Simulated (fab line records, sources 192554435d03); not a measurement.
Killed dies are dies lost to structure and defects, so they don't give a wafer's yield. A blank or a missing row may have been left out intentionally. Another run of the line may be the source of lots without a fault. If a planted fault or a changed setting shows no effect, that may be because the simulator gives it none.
fab line records	flow n5Finfet
[record] lots = 5	wafers = 15	lastDay = 16
route steps=1938 shown BEOL_M1@756 BEOL_M4@1111 PASSIVATION@1936
lots that met no fault: taken from a fault-free run of the same line
startH: the number of hours between the record's first day and the start of the first shown wafer of the lot	waitH: hours elapsed since this lot's preceding step	" identical to the entry in the row above	L1.1+2: a row that stands for several wafers	- no value, or no start was given	* or withheld: withheld	< > ~ a bound
route shown NAME@n: a module of which the file shows steps, and the number in the route of the first	usual: mean/standard deviation of fault-free wafers	same: alike in all rows	chamber/n: place in a boat	sites: per-site readings	_std_site: the standard deviation of these	_edge_site: inner sites' mean taken away from outer sites' mean	radiusMm: for every site, how far away it sits from the centre of the wafer	mask NAME#n: copy n	behind: the last tool/chamber to shape the wafer	hold: why the lot went on hold/how many hours it stayed there/how the hold came to an end	device: names the non-switching transistor (n, p or np)	end of line: the route-end tests of the same wafers	a step without rows: its recipe alone	killed: dies lost to structure and defects at the first sort, not the wafer's yield	map: shows each die of a wafer: x if killed, . if not, _ if none is there
set.NAME: the run value of the setting; set.NAME@STEP: its run value at that earlier step	model.NAME: the simulator's own value behind a step, which no gauge read
a table for each step, a row for each wafer; lots at some steps of the route
[[steps]]
[step N5_BEOL_M1_COAT_62]
[recipe] resist = SiARC	tempC = 220	timeS = 60	spinRpm = 1500	resistThkNm = 12
[step N5_BEOL_M1_COAT_73]
[recipe] resist = underlayer	tempC = 205	timeS = 60	spinRpm = 1500	resistThkNm = 5
[step N5_BEOL_M1_COAT_05]
[recipe] resist = CAR-EUV	spinRpm = 1500	resistThkNm = 30
[step N5_BEOL_M1_EBR_07]
[recipe] solvent = PGMEA	ebrWidthMm = 1.5
[step N5_BEOL_M1_SOFTBAKE_06]
[recipe] tempC = 110	timeS = 60	resist = CAR-EUV
[step N5_BEOL_M1_EXPOSE_08]
[recipe] maskId = M1	na = 0.33	sourceShape = dipole	sigmaInner = 0.369	sigmaOuter = 0.767	polarization = unpolarized	doseMj = 33
[step N5_BEOL_M1_PEB_09]
[recipe] pebTempC = 100	pebTimeS = 60	resist = CAR-EUV
[step N5_BEOL_M1_DEVELOP_10]
[recipe] developTimeS = 30	developer = TMAH	resist = CAR-EUV	rinseLiquid = surfactantRinse	dry = airSpin	devTempC = 23
[step N5_BEOL_M1_DESCUM_16]
[recipe] chemistry = O2	timeS = 7	sourcePowerW = 50	biasPowerW = 20	pressureMtorr = 20	rfFrequencyHz = 2.712e+07	tempC = 40	resist = CAR-EUV	o2FlowSccm = 225
[step N5_BEOL_M1_ETCH_74]
[recipe] chemistry = N2/H2	target = underlayer	targetDepthA = 65	maskMaterial = CAR-EUV	timeS = 5.2	ionEnergyEv = 200	pressureMtorr = 30	sourceW = 840	biasW = 150	n2FlowSccm = 200	h2FlowSccm = 200	ends = cleared
[usual] drypumpMotorCurrentA = 5.8/0.38	etchRfOnTimeS = 5.17/0.1	oesProductAu = 0.66/0.055	rfVppV = 525.0/2.4	showerheadPlenumPTorr = 2.59/0.073	throttleValvePct = 17.93/0.15
lot.wafer	tool	chamber	startH	waitH	drypumpMotorCurrentA	etchRfOnTimeS	oesProductAu	rfHoursCounterH	rfVppV	showerheadPlenumPTorr	throttleValvePct
L524.3	rieDiel-05	3	199.71	0.0	5.8	5.04	0.71	57	529.1	2.70	17.90
L524.4	"	1	"	"	5.8	5.22	0.61	172	523.5	2.64	17.89
L524.5	"	3	"	"	5.8	5.06	0.72	-	527.4	2.70	17.91
L527.1	rieDiel-04	0	214.03	0.0	5.4	5.15	0.72	73	523.5	2.69	17.67
L527.2	"	3	"	"	6.4	5.32	0.59	184	523.2	2.53	17.89
L527.4	"	2	"	"	6.5	5.24	0.61	212	522.8	2.53	17.90
L529.3	rieDiel-05	1	219.05	0.0	5.8	5.16	0.62	178	526.6	2.64	17.95
L529.5	"	3	"	"	5.7	5.03	0.72	-	528.9	2.70	17.93
L529.6	"	2	"	"	5.7	5.28	0.61	-	524.9	2.62	18.12
L528.3	rieDiel-05	0	219.28	0.0	5.2	5.21	0.68	98	525.7	2.56	18.22
L528.5	"	1	"	"	5.8	5.16	0.61	-	525.6	2.64	17.93
L528.6	"	2	"	"	5.7	5.23	0.62	-	526.9	2.62	18.09
L532.2	rieDiel-05	0	237.78	0.0	5.2	5.25	0.67	104	522.3	2.56	18.19
L532.5	"	3	"	"	5.7	5.08	0.70	-	525.5	2.70	17.93
L532.6	"	2	"	"	5.7	5.34	0.60	-	524.7	2.61	18.11
[step N5_BEOL_M1_ETCH_63]
[recipe] chemistry = CF4	target = SiARC	targetDepthA = 156	maskMaterial = CAR-EUV	timeS = 26	ionEnergyEv = 80	pressureMtorr = 40	sourceW = 545	biasW = 36	Ar_flow_sccm = 100	cf4FlowSccm = 100	ends = cleared
[step N5_BEOL_M1_ETCH_64]
[recipe] chemistry = N2/H2	target = SOC	targetDepthA = 750	overetchA = 150	maskMaterial = SiARC	tempC = 40	timeS = 112.5	ionEnergyEv = 200	pressureMtorr = 30	sourceW = 840	biasW = 150	n2FlowSccm = 200	h2FlowSccm = 200
[step N5_BEOL_M1_STRIP_65]
[recipe] chemistry = N2/H2	tempC = 40	n2FlowSccm = 200	h2FlowSccm = 200	rfFrequencyHz = 6e+07
[step N5_BEOL_M1_STRIP_75]
[recipe] chemistry = N2/H2	tempC = 40	n2FlowSccm = 200	h2FlowSccm = 200	rfFrequencyHz = 6e+07
[step N5_BEOL_M1_STRIP_66]
[recipe] chemistry = CF4	resist = SiARC	powerW = 300	biasPowerW = 75	pressureMtorr = 50	cf4FlowSccm = 150	rfFrequencyHz = 6e+07
[step N5_BEOL_M1_HM_OPEN_17]
[recipe] chemistry = Cl2/BCl3	targetDepthA = 200	overetchA = 60	target = TiN	maskMaterial = SOC	ionEnergyEv = 150	pressureMtorr = 10	icpW = 1000	biasW = 126	Cl2_flow_sccm = 53.25	bcl3FlowSccm = 21.75	Ar_flow_sccm = 25
[step N5_BEOL_M1_STRIP_19]
[recipe] chemistry = O2	powerW = 400	tempC = 40	pressureMtorr = 30	rfFrequencyHz = 6e+07	biasPowerW = 0	overashFraction = 0.2	o2FlowSccm = 225
[step N5_BEOL_M1_COAT_67]
[recipe] resist = SOC	tempC = 250	timeS = 60	spinRpm = 1500	resistThkNm = 60
[step N5_BEOL_M1_COAT_68]
[recipe] resist = SiARC	tempC = 220	timeS = 60	spinRpm = 1500	resistThkNm = 12
[step N5_BEOL_M1_COAT_76]
[recipe] resist = underlayer	tempC = 205	timeS = 60	spinRpm = 1500	resistThkNm = 5
[step N5_BEOL_M1_COAT_22]
[recipe] resist = CAR-EUV	spinRpm = 1500	resistThkNm = 30
[step N5_BEOL_M1_EBR_24]
[recipe] solvent = PGMEA	ebrWidthMm = 1.5
[step N5_BEOL_M1_SOFTBAKE_23]
[recipe] tempC = 110	timeS = 60	resist = CAR-EUV
[step N5_BEOL_M1_EXPOSE_25]
[recipe] maskId = V0	na = 0.33	sourceShape = quasar	sigmaInner = 0.2	sigmaOuter = 0.8	polarization = unpolarized	defocusNm = 5	targetCdNm = 24	doseMj = 63
[step N5_BEOL_M1_PEB_26]
[recipe] pebTempC = 100	pebTimeS = 60	resist = CAR-EUV
[step N5_BEOL_M1_DEVELOP_27]
[recipe] developTimeS = 30	developer = TMAH	resist = CAR-EUV	rinseLiquid = surfactantRinse	dry = airSpin	devTempC = 23
[step N5_BEOL_M1_INSPECT_30]
[recipe] mode = adi	inspectInstrument = brightfield
[usual] rawDefectCount = 409/98
lot.wafer	tool	chamber	startH	waitH	rawDefectCount
L524.3	defectInspect-02	-	200.75	0.0	469
L524.4	"	-	"	"	550
L524.5	"	-	"	"	546
L527.1	defectInspect-01	-	214.83	0.1	396
L527.2	"	-	"	"	384
L527.4	"	-	"	"	389
L529.3	defectInspect-02	-	219.95	0.0	1612
L529.5	"	-	"	"	1539
L529.6	"	-	"	"	1544
L528.3	defectInspect-02	-	221.10	0.0	1643
L528.5	"	-	"	"	1564
L528.6	"	-	"	"	1661
L532.2	defectInspect-01	-	238.80	0.0	1591
L532.5	"	-	"	"	1649
L532.6	"	-	"	"	1485
[step N5_BEOL_M1_DESCUM_33]
[recipe] chemistry = O2	timeS = 7	sourcePowerW = 50	biasPowerW = 20	pressureMtorr = 20	rfFrequencyHz = 2.712e+07	tempC = 40	resist = CAR-EUV	o2FlowSccm = 225
[step N5_BEOL_M4_RC_MEAS_101]
[usual] DIBL_N = 36.1/1.3	DIBL_P = 36.1/1.7	IOFF_N = 0.154/0.022	IOFF_P = 0.201/0.024	ION_N = 675/8.9	ION_P = 462/5.9	SS_N = 71.5/0.49	SS_P = 73.3/0.58	VT_N = 250.0/2.7	VT_P = -251.3/2.7
lot.wafer	tool	chamber	startH	waitH	DIBL_N[mV/V]	DIBL_P[mV/V]	IOFF_N[nA/um]	IOFF_P[nA/um]	ION_N[uA/um]	ION_P[uA/um]	SS_N[mV/dec]	SS_P[mV/dec]	VT_N[mV]	VT_P[mV]
L524.3	prober-01	0	259.90	0.3	38.1	36.9	0.183	0.225	675	458	71.4	74.0	248.3	-248.2
L524.4	"	0	"	"	34.9	33.6	0.127	0.176	677	460	70.3	72.9	255.1	-252.1
L524.5	"	0	"	"	35.6	34.3	0.136	0.188	667	460	70.6	72.2	251.5	-249.8
L528.3	prober-01	0	263.21	0.3	37.4	39.3	0.179	0.223	669	462	72.0	74.1	250.0	-251.3
L528.5	"	0	"	"	37.8	39.5	0.182	0.234	672	458	72.1	73.9	249.1	-248.8
L528.6	"	0	"	"	37.1	38.9	0.172	0.217	679	462	71.7	73.5	251.0	-253.8
L527.1	prober-02	0	267.39	0.0	35.4	35.6	0.134	0.199	665	459	71.2	72.7	252.3	-250.5
L527.2	"	0	"	"	37.1	37.7	0.162	0.225	677	470	70.5	73.0	250.8	-248.2
L527.4	"	0	"	"	37.9	38.4	0.174	0.235	681	468	72.0	73.4	250.6	-248.6
L529.3	prober-02	0	288.12	0.3	34.6	34.8	0.126	0.186	664	462	70.6	72.4	253.7	-249.7
L529.5	"	0	"	"	35.8	36.2	0.148	0.204	667	465	71.1	73.4	251.6	-249.1
L529.6	"	0	"	"	37.4	38.8	0.182	0.242	688	468	71.3	73.9	248.0	-248.0
L532.2	prober-02	0	293.39	0.2	37.9	37.6	0.178	0.213	681	469	72.2	75.4	248.2	-253.5
L532.5	"	0	"	"	38.3	37.9	0.198	0.227	680	464	71.4	74.3	246.3	-250.5
L532.6	"	0	"	"	37.7	37.8	0.175	0.215	687	464	71.9	74.3	247.6	-253.0
[step N5_PASSIVATION_PROBE_49]
[usual] defectLimitedYield = 90.9/1.3	killed_at_M0_to_M3 = 35/10	killed_at_M4_up = 15/5.7	killedAtContacts = 14/6.4	killedAtFrontEnd = 40/11	killedAtOther = 4/3.1	killedDies = 108/16	killedOnRim = 14/3.6	killedOpen = 71/11	killedShort = 34/7.7	sort_bin_5_function = 5.4/0.9	sort_bin_6_memory = 3.4/0.61	sortNPass = 1072/16	sortYieldPct = 90.9/1.3
[same] grossDies = 1180	killedAtBackSide = 0	sort_bin_4_leakage[%] = 0	sort_bin_8_speed[%] = 0
lot.wafer	tool	chamber	startH	waitH	defectLimitedYield[%]	killed_at_M0_to_M3	killed_at_M4_up	killedAtContacts	killedAtFrontEnd	killedAtOther	killedDies	killedOnRim	killedOpen	killedShort	sort_bin_5_function[%]	sort_bin_6_memory[%]	sortNPass	sortYieldPct[%]
L528.3	prober-01	-	369.69	0.1	80.1	189	10	6	28	2	235	16	60	26	12.5	3.5	945	80.1
L528.5	prober-01	-	369.79	0.2	78.8	194	7	10	32	7	250	14	57	33	12.5	4.5	930	78.8
L528.6	prober-01	-	369.84	0.3	81.3	155	11	15	36	4	221	34	61	33	11.2	3.7	959	81.3
L527.1	prober-01	-	375.05	0.0	93.5	42	4	9	20	2	77	14	56	18	3.5	2.7	1103	93.5
L527.2	prober-01	-	375.10	0.1	91.9	34	12	5	41	3	95	14	62	31	4.6	2.9	1085	91.9
L527.4	prober-01	-	375.20	0.2	92.7	34	8	10	32	2	86	8	61	24	4.2	3.1	1094	92.7
L529.3	prober-01	-	390.01	0.1	79.2	184	13	22	23	4	246	17	70	30	13.4	3.9	934	79.2
L529.5	prober-01	-	390.11	0.2	82.5	145	16	15	28	3	207	35	47	36	11.4	2.9	973	82.5
L529.6	prober-01	-	390.16	0.3	81.4	146	15	24	27	8	220	32	66	29	11.1	4.1	960	81.4
L532.2	prober-02	-	394.28	0.1	76.9	182	11	13	59	7	272	19	69	47	12.9	5.2	908	76.9
L532.5	prober-02	-	394.43	0.2	80.3	151	11	17	50	4	233	32	68	45	11.4	4.6	947	80.3
L532.6	prober-02	-	394.48	0.3	81.2	147	9	17	42	7	222	26	62	35	11.6	3.9	958	81.2
// killed by level:class
L528.3 BEOL_M1:unspecified=149 BEOL_M2:geometricParticle:open=11 FIN_SAQP:geometricParticle:open=6 BEOL_M4:geometricParticle:open=6 BEOL_M1:geometricParticle:open=5 DUMMY_GATE:geometricParticle:open=5 BEOL_M0_SAQP:geometricParticle:open=5 BEOL_M2:geometricParticle:short=5
L528.5 BEOL_M1:unspecified=157 BEOL_M2:geometricParticle:open=9 MOL_CONTACT_COAG:geometricParticle:open=8 GATE_CUT:geometricParticle:short=6 FIN_SAQP:geometricParticle:open=5 BEOL_M0_SAQP:geometricParticle:open=5 BEOL_M0_SAQP:geometricParticle:short=5 BEOL_M0:geometricParticle:open=5
L528.6 BEOL_M1:unspecified=125 MOL_CONTACT_COAG:geometricParticle:open=10 BEOL_M2:geometricParticle:open=9 FIN_SAQP:geometricParticle:open=8 GATE_CUT:geometricParticle:short=6 GATE_CUT:geometricParticle:open=6 BEOL_M3:geometricParticle:open=6 BEOL_M4:geometricParticle:open=6
L527.1 BEOL_M3:geometricParticle:open=15 BEOL_M2:geometricParticle:open=10 BEOL_M1:geometricParticle:open=8 MOL_CONTACT_COAG:geometricParticle:open=5 MOL_CONTACT_COAG:geometricParticle:short=3 STARTING-WAFER:geometricParticle:short=3 STARTING-WAFER:geometricParticle:open=3 FIN_SAQP:geometricParticle:open=2
L527.2 DUMMY_GATE:geometricParticle:open=8 BEOL_M3:geometricParticle:open=8 STI_FIN_REVEAL:geometricParticle:open=7 BEOL_M0_SAQP:geometricParticle:open=7 BEOL_M0_SAQP:geometricParticle:short=7 FIN_SAQP:geometricParticle:open=6 MOL_CONTACT_COAG:geometricParticle:open=5 FIN_SAQP:geometricParticle:short=4
L527.4 BEOL_M3:geometricParticle:open=10 DUMMY_GATE:geometricParticle:open=9 MOL_CONTACT_COAG:geometricParticle:open=7 BEOL_M1:geometricParticle:open=7 BEOL_M0_SAQP:geometricParticle:open=6 FIN_SAQP:geometricParticle:open=5 FIN_SAQP:geometricParticle:short=4 STI_FIN_REVEAL:geometricParticle:open=4
L529.3 BEOL_M1:unspecified=145 MOL_CONTACT_COAG:geometricParticle:open=19 BEOL_M0_SAQP:geometricParticle:open=10 BEOL_M2:geometricParticle:open=7 BEOL_M0_SAQP:geometricParticle:short=6 BEOL_M5:geometricParticle:open=5 BEOL_M1:geometricParticle:open=4 BEOL_M3:geometricParticle:short=4
L529.5 BEOL_M1:unspecified=122 MOL_CONTACT_COAG:geometricParticle:open=12 FIN_SAQP:geometricParticle:open=7 BEOL_M4:geometricParticle:short=7 BEOL_M2:geometricParticle:open=6 BEOL_M0_SAQP:geometricParticle:short=6 FIN_SAQP:geometricParticle:short=5 STARTING-WAFER:geometricParticle:short=4
L529.6 BEOL_M1:unspecified=124 MOL_CONTACT_COAG:geometricParticle:open=18 FIN_SAQP:geometricParticle:short=9 MOL_CONTACT_COAG:geometricParticle:short=6 BEOL_M3:geometricParticle:open=6 BEOL_M4:geometricParticle:open=6 FIN_SAQP:geometricParticle:open=5 STARTING-WAFER:geometricParticle:open=5
L532.2 BEOL_M1:unspecified=156 STI_FIN_REVEAL:geometricParticle:open=13 MOL_CONTACT_COAG:geometricParticle:open=10 FIN_SAQP:geometricParticle:open=9 DUMMY_GATE:geometricParticle:open=7 FIN_SAQP:geometricParticle:short=6 STI_FIN_REVEAL:geometricParticle:short=6 GATE_CUT:geometricParticle:short=5
L532.5 BEOL_M1:unspecified=119 MOL_CONTACT_COAG:geometricParticle:open=15 FIN_SAQP:geometricParticle:short=14 STI_FIN_REVEAL:geometricParticle:open=11 BEOL_M0_SAQP:geometricParticle:short=7 BEOL_M0_SAQP:geometricParticle:open=7 FIN_SAQP:geometricParticle:open=5 BEOL_M1:geometricParticle:open=4
L532.6 BEOL_M1:unspecified=123 FIN_SAQP:geometricParticle:open=11 MOL_CONTACT_COAG:geometricParticle:open=11 STI_FIN_REVEAL:geometricParticle:open=9 FIN_SAQP:geometricParticle:short=6 MOL_CONTACT_COAG:geometricParticle:short=5 BEOL_M0_SAQP:geometricParticle:open=5 BEOL_M2:geometricParticle:open=5
// map L528.5 (x killed, . not)
_________________............________________
______________............x....._____________
___________.x...................x..__________
__________.........................._________
________...........x..............x..._______
_______..........x....x.........x.x..x.______
______........x...............x........x_____
_____.....x..xxxxx...x..x.......x........____
____.....xxx.xxxxx......x.x.....x...x.....___
___..xx...xxxxxxxx.x.xx.................x..__
___.x..xxxxxxxxxxxx........................__
__...xxxxxxxxxxxxxxxx.x...............x....._
__....xxxxxxxxxxxxxxxx...............x......_
_...xxxxxxxxxxxxxxxx........x................
_.....xxxxxxxxxxxxxxx..x...........xx........
_....xxxxxxxxxxxxxx.xx..xx.x.................
_...xxxxxxxxxxxxxxx.x......x...............x.
_....xxx.xxxxxxxxxx...................x......
_........xxxxxxxxx.xx.......x......x......x.x
_..........x.x.x.....x.x.....................
_...x........x....x..x..xx..x...............x
__............................x....x.x.....x_
__.........x.x.........x...x.x....x........._
___.......................................x__
___.......................x........x.x....x__
____..................x...................___
_____........................x.........x.____
______...x......x..........x............_____
_______........x...........x....xx....x______
________.xx.x..x.x..x..........x......_______
__________...xx..........x......x..._________
___________........................__________
______________....x.x..........._____________
_________________........x...________________
// map L529.3 (x killed, . not)
_________________............________________
______________............x....._____________
___________.x.....x.....x........x.__________
__________.........................._________
________............xx................_______
_______..x.................x......x..x.______
______....x.............x...x..........._____
_____.xx....xxxx.....x...x.............x.____
____.......xxxxxx...x..........x.........x___
___.x.xxxxxxxxx.xx..xx.......x...x.........__
___....xxxxxxxxxxxx.xx...x..............xx.__
__...xx.xxxxxxxxxxxx.........x......x......x_
__...xxxxxxxxxxxxxxxx.........x........x...._
_......xxxxxxxxxxxxxx.........x....x........x
_x..x..xxxxxxxxxxxxxx..x......x....x.........
_......x.xxxxxxxxxx.xx........x..............
_......xxxxxxxxxxxxx...x.............x.......
_..xxx.xxxxxxxxxxx....xx.....x.......x.....x.
_.......xx.xxxxx...x.x................x......
_.......x..x.xx...x........................x.
_..........x...x...x.............x...........
__.......x.x.........x...............x......_
__..x...........x..x.....x.................x_
___....x...........x...x..x.x...........x..__
___...............x......x........xxxx...x.__
____...x....x.............................___
_____..............x..x.............x....____
______.x................x..........x...._____
_______.......x..x......x......x.......______
________.............................._______
__________.x...x...x.............x.._________
___________.......................x__________
______________.....x............_____________
_________________x.........x.________________
[[key]]
[firstSign] step = N5_BEOL_M1_INSPECT_30	reading = rawDefectCount	direction = up	sigmas = 12	usual = 409	struck = 1588
[effect] step = N5_PASSIVATION_PROBE_49	reading = killed_at_M0_to_M3	direction = up	sigmas = 13	usual = 35	struck = 166
[moreKillsBornAt] N5_BEOL_M1_ETCH_74@rieDiel-05 = 1220
metAt N5_BEOL_M1_ETCH_74
struckWafers L528.3,L528.5,L528.6,L529.3,L529.5,L529.6,L532.2,L532.5,L532.6
onsetBetween 199.71 219.05
alsoFits time
[fault] kind = chamberParticleSource	tool = rieDiel-05	chamber = -	onsetH = 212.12	steps = N5_BEOL_M1_ETCH_74	ratePerVisitCm2 = 1.8183	endH = 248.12
